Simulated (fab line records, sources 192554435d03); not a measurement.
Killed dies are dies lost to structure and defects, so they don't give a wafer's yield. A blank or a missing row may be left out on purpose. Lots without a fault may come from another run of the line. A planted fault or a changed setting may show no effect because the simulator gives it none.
A struck lot beside a sound one | flow n5_finfet | 16 steps out of a route of 1938
Sound: wafers L570.2, L570.3, L570.6. Struck: wafers L573.1, L573.3, L573.4. The cause comes at the end.
At each step with rows: each side's tool, then ch and its chambers, then its first start. Under that, the readings that differ: sound wafers | struck wafers | difference of the means | sigmas: that difference in standard deviations of wafers without a fault.
alike: readings whose means differ by less than 2 such deviations, and words and numbers that are the same on both sides. not compared: withheld readings, readings that some wafer has no value for, bounds like >300 that may hide the same value, and numbers for which the record gives no deviation and whose values overlap.
The two part at a step that has a row with sigmas, a row that says differs or no value, or rows on one side only. Numbers that don't overlap but have no deviation are shown without sigmas and don't part them. A reading that every wafer of one side lacks parts them only if that side has two wafers or more.

N5_FIN_SAQP_SPACER1_ALD_24: deposits SiO2, target thk 20.3 nm, pulse time 1 s, purge time 2 s.
  sound on ald_sin-03 ch 2,3, day 2 17:20; struck on ald_sin-04 ch 0,1,2, day 3 13:45
  alike: heater_power_w, precursor_pulse_height_rel
N5_FIN_SAQP_SPACER1_ETCHBACK_25: etches SiO2 in CHF3/O2, target depth 24.4 nm, time 12.2 s.
  sound on rie_diel-02 ch 1,2,3, day 2 18:04; struck on rie_diel-04 ch 0,1,3, day 3 14:31
  alike: drypump_motor_current_A, oes_o_777_au, oes_product_au, rf_fwd_power_W, rf_vpp_V, showerhead_plenum_p_Torr, throttle_valve_pct
  not compared: rf_hours_counter_h
N5_FIN_SAQP_MANDREL1_REMOVE_56: chemistry HBr/Cl2/O2, target a-Si, stops on SiNx, bt time 10 s.
  sound on rie_si-02 ch 0,1,3, day 2 18:10; struck on rie_si-02 ch 0,2,3, day 3 14:37
  alike: drypump_motor_current_A, he_backside_leak_sccm, mfc_cl2_sccm, oes_o_777_au, oes_product_au, rf_fwd_power_W, throttle_valve_pct
  not compared: rf_hours_counter_h
N5_FIN_SAQP_CD_MEAS_27: target cd 20 nm.
  sound on cd_sem-02 ch 0, day 2 18:17; struck on cd_sem-03 ch 0, day 3 14:43
  alike: cd_nm
then, 6 steps without rows for these wafers: N5_FIN_SAQP_ETCH_57 (etches SiNx in CH3F/O2, target depth 32.5 nm, time 46.4 s); N5_FIN_SAQP_ETCH_65 (etches SiO2 in CF4, target depth 4 nm, time 4.4 s); N5_FIN_SAQP_MANDREL_ETCH_58 (etches a-Si in HBr/Cl2, stops on SiNx, target depth 45 nm, bt time 10 s, time 27 s); N5_FIN_SAQP_RECESS_63 (chemistry HF/NH3, target SiO2, target depth 18 nm, afs cycles 3, sublimation time 60 s); N5_FIN_SAQP_COAT_68 (time 60 s, resist thk 100 nm); N5_FIN_SAQP_ETCH_69 (etches SOC in N2/H2, stops on SiNx, target depth 150 nm).
N5_FIN_SAQP_ETCH_67: etches SiNx in CH3F/O2, target depth 30 nm.
  sound on rie_diel-02 ch 1,3, day 2 19:08; struck on rie_diel-02 ch 0,3, day 3 15:34
  alike: drypump_motor_current_A, oes_o_777_au, oes_product_au, rf_fwd_power_W, rf_vpp_V, showerhead_plenum_p_Torr, throttle_valve_pct
  not compared: rf_hours_counter_h
N5_FIN_SAQP_STRIP_70: strips in N2/H2.
  sound on rie_diel-02 ch 1,3, day 2 19:11; struck on rie_diel-02 ch 0,3, day 3 15:38
  alike: drypump_motor_current_A, oes_product_au, rf_fwd_power_W, rf_vpp_V, showerhead_plenum_p_Torr, throttle_valve_pct
  not compared: rf_hours_counter_h
N5_FIN_SAQP_RECESS_71: chemistry HF/NH3, target SiO2, target depth 3 nm, afs cycles 1, sublimation time 60 s.
  sound on vapor_etch-01 ch 0, day 2 19:14; struck on vapor_etch-02 ch 0,1, day 3 15:43
  no value came back on the struck wafers for afs_cycles, drypump_motor_current_A (A); on the sound wafers afs_cycles reads 1 1 1
then, 1 step without rows for these wafers: N5_FIN_SAQP_SPACER2_ALD_28 (deposits SiO2, target thk 8.1 nm, pulse time 1 s, purge time 2 s).
-- the record jumps here: 6 days lie between the struck wafers' starts before and after (it left off in module FIN_SAQP and takes up again in module BEOL_M4, whose first step shown is number 1111 of the route) --
N5_BEOL_M4_RC_MEAS_101:
  sound on prober-02 ch 0, day 8 13:03; struck on prober-01 ch 0, day 9 18:11
  alike: DIBL_N, DIBL_P, IOFF_N, IOFF_P, ION_N, ION_P, SS_N, SS_P, VT_N, VT_P
-- the record jumps here: 4 days lie between the struck wafers' starts before and after (it left off in module BEOL_M4 and takes up again in module PASSIVATION, whose first step shown is number 1936 of the route) --
N5_PASSIVATION_PROBE_49:
  sound on prober-02, day 12 22:50; struck on prober-01, day 13 18:43
  reading               | sound       | struck  | difference | sigmas
  killed_at_front_end   | 27 44 25    | 66 56   | +29        | +2
  killed_open           | 69 74 62    | 108 95  | +33        | +2
  sort_bin_6_memory (%) | 3.4 2.5 2.3 | 5.3 4.5 | +2.2       | +3
  alike: defect_limited_yield, killed_at_M0_to_M3, killed_at_M4_up, killed_at_contacts, killed_at_other, killed_dies, killed_short, sort_bin_5_function, sort_n_pass, sort_yield_pct

WHERE THEY PART
First at N5_FIN_SAQP_RECESS_71; last, within this record, at N5_PASSIVATION_PROBE_49.

WHY: what the simulator had put in
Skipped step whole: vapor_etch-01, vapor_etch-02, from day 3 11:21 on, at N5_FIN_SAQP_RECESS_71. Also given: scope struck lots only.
